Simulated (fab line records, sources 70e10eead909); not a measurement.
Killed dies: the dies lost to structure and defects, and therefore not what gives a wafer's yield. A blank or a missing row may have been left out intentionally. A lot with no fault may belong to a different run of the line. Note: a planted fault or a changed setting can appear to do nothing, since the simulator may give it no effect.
Commonality check across tools | flow nand harc | Lots sampled 2, wafers sampled 6

== THE REASON FOR OPENING IT ==
On 2 of the 2 lots, a flag is raised at NHARC_END_SORT_01 on the reading killed at array. No-fault wafers: 56, standard deviation 17.
Rule: flag the lot when none of its wafers has a number, or when each of its wafers that has one lies beyond 4 standard deviations from that mean. The rest of the lots are taken to be sound.

lot  | measured     | on        | killed at array, wafer by wafer | flag
L453 | day 29 09:58 | prober-01 | 675 669 668                     | FLAGGED
L454 | day 29 14:43 | prober-02 | 675 671 669                     | FLAGGED
On average the flagged lots' numbers are 671, which is +615 against the usual, or +36 standard deviations.

== WHICH TOOL RAN EACH LOT ==
Before the reading, the record contains 4 process steps out of a 1302-step route. Each cell gives the tool, then ch followed by the chambers the sampled wafers passed through, then the start.
lot  | flag    | NHARC_A_CONTACT_ETCH_126             | NHARC_A_CONTACT_ETCH_128             | NHARC_A_CONTACT_ETCH_132             | NHARC_A_CONTACT_STRIP_82
L453 | FLAGGED | har cap etch-02 ch 0,1, day 27 01:04 | har cap etch-02 ch 0,1, day 27 01:32 | har cap etch-02 ch 0,1, day 27 02:29 | rie diel-11 ch 0,3, day 27 04:12
L454 | FLAGGED | har cap etch-03 ch 0,1, day 27 04:44 | har cap etch-03 ch 0,1, day 27 05:22 | har cap etch-03 ch 0,1, day 27 06:37 | rie diel-11 ch 0,1,2, day 27 08:35
What the steps here do:
- NHARC_A_CONTACT_ETCH_126: etches the open film in C4F8/O2/Ar, time 197 s, target depth 1918 nm.
- NHARC_A_CONTACT_ETCH_128: etches the open film in C4F8/O2/Ar, time 197 s, target depth 1918 nm.
- NHARC_A_CONTACT_ETCH_132: etches the open film in C4F8/O2/Ar, time 197 s, target depth 1924 nm.
- NHARC_A_CONTACT_STRIP_82: strips in O2.
- NHARC_END_SORT_01

== FLAGGED OVER TOTAL, TOOL BY TOOL (the gauges that took the reading come last) ==
step                     | tool            | lots run | flagged | share of the flagged lots | sound lots run after its first flagged lot
NHARC_A_CONTACT_ETCH_126 | har cap etch-02 | 1        | 1       | some                      | 0
NHARC_A_CONTACT_ETCH_126 | har cap etch-03 | 1        | 1       | some                      | 0
NHARC_A_CONTACT_ETCH_128 | har cap etch-02 | 1        | 1       | some                      | 0
NHARC_A_CONTACT_ETCH_128 | har cap etch-03 | 1        | 1       | some                      | 0
NHARC_A_CONTACT_ETCH_132 | har cap etch-02 | 1        | 1       | some                      | 0
NHARC_A_CONTACT_ETCH_132 | har cap etch-03 | 1        | 1       | some                      | 0
NHARC_A_CONTACT_STRIP_82 | rie diel-11     | 2        | 2       | all                       | 0
NHARC_END_SORT_01        | prober-01       | 1        | 1       | some                      | 0
NHARC_END_SORT_01        | prober-02       | 1        | 1       | some                      | 0

== WHAT THE TABLE ALLOWS ==
1 row of the table ran every flagged lot: rie diel-11 at NHARC_A_CONTACT_STRIP_82.
- rie diel-11 at NHARC_A_CONTACT_STRIP_82: 2 of its 2 lots flagged. Because this sample shows no sound lot run on it before its first flagged lot, the start cannot be pinned down more closely.
What remains is a single tool, rie diel-11 at NHARC_A_CONTACT_STRIP_82.

== WHAT THE SIMULATOR PUT IN ==
At NHARC_A_CONTACT_STRIP_82, the step was skipped entirely on rie diel-11 from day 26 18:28 on. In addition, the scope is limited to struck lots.
Struck lots among those shown: L453, L454. The rule given above showed the same thing.
